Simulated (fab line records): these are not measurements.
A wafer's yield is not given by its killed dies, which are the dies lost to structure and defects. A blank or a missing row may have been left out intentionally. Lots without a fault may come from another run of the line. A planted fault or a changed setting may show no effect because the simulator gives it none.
Chamber matching / flow n5-finfet / N5_BEOL_M1_ETCHBACK_99 on rie-diel-01: 4 sister chambers
The step etches SiO2 in CHF3, target depth 5 nm, time 10.4 s. 4 wafers are shown with their chamber, then 12 later ones without.

== EACH WAFER AND ITS CHAMBER ==
wafer=L088.1; chamber=2; drypump-motor-current-A (A)=5.3
wafer=L088.5; chamber=1; drypump-motor-current-A (A)=5.4
wafer=L089.1; chamber=3; drypump-motor-current-A (A)=6.1
wafer=L089.6; chamber=0; drypump-motor-current-A (A)=5.5

== WAFERS MISSING THEIR CHAMBER ==
wafer=L093.3; drypump-motor-current-A (A)=5.4
wafer=L093.5; drypump-motor-current-A (A)=5.4
wafer=L093.6; drypump-motor-current-A (A)=5.5
wafer=L094.2; drypump-motor-current-A (A)=5.3
wafer=L094.3; drypump-motor-current-A (A)=5.4
wafer=L094.6; drypump-motor-current-A (A)=5.3
wafer=L095.2; drypump-motor-current-A (A)=5.5
wafer=L095.5; drypump-motor-current-A (A)=5.4
wafer=L095.6; drypump-motor-current-A (A)=5.5
wafer=L096.4; drypump-motor-current-A (A)=5.3
wafer=L096.5; drypump-motor-current-A (A)=5.5
wafer=L096.6; drypump-motor-current-A (A)=6.0

== EACH ONE'S CHAMBER ==
wafer=L093.3; from the rows above=1; in truth=1
wafer=L093.5; from the rows above=1; in truth=1
wafer=L093.6; from the rows above=0; in truth=0
wafer=L094.2; from the rows above=2; in truth=2
wafer=L094.3; from the rows above=1; in truth=1
wafer=L094.6; from the rows above=2; in truth=2
wafer=L095.2; from the rows above=0; in truth=0
wafer=L095.5; from the rows above=1; in truth=1
wafer=L095.6; from the rows above=0; in truth=0
wafer=L096.4; from the rows above=2; in truth=2
wafer=L096.5; from the rows above=0; in truth=0
wafer=L096.6; from the rows above=3; in truth=3
Placed correctly: 12 of 12. Left unplaced by these rows: 0. Number placed wrongly: 0.
How it was worked out, from the rows above alone: a wafer's distance from a chamber is the root of the sum, over the readings, of the square of ((its reading less the chamber's mean) divided by the reading's scatter). The wafer belongs to the nearest chamber; if the next one is less than 2 further off, it can't be placed. The mean given for a chamber averages the wafers shown for that chamber. The scatter: root of mean squared gap, hidden wafer to nearest shown wafer, with one shown wafer a chamber.
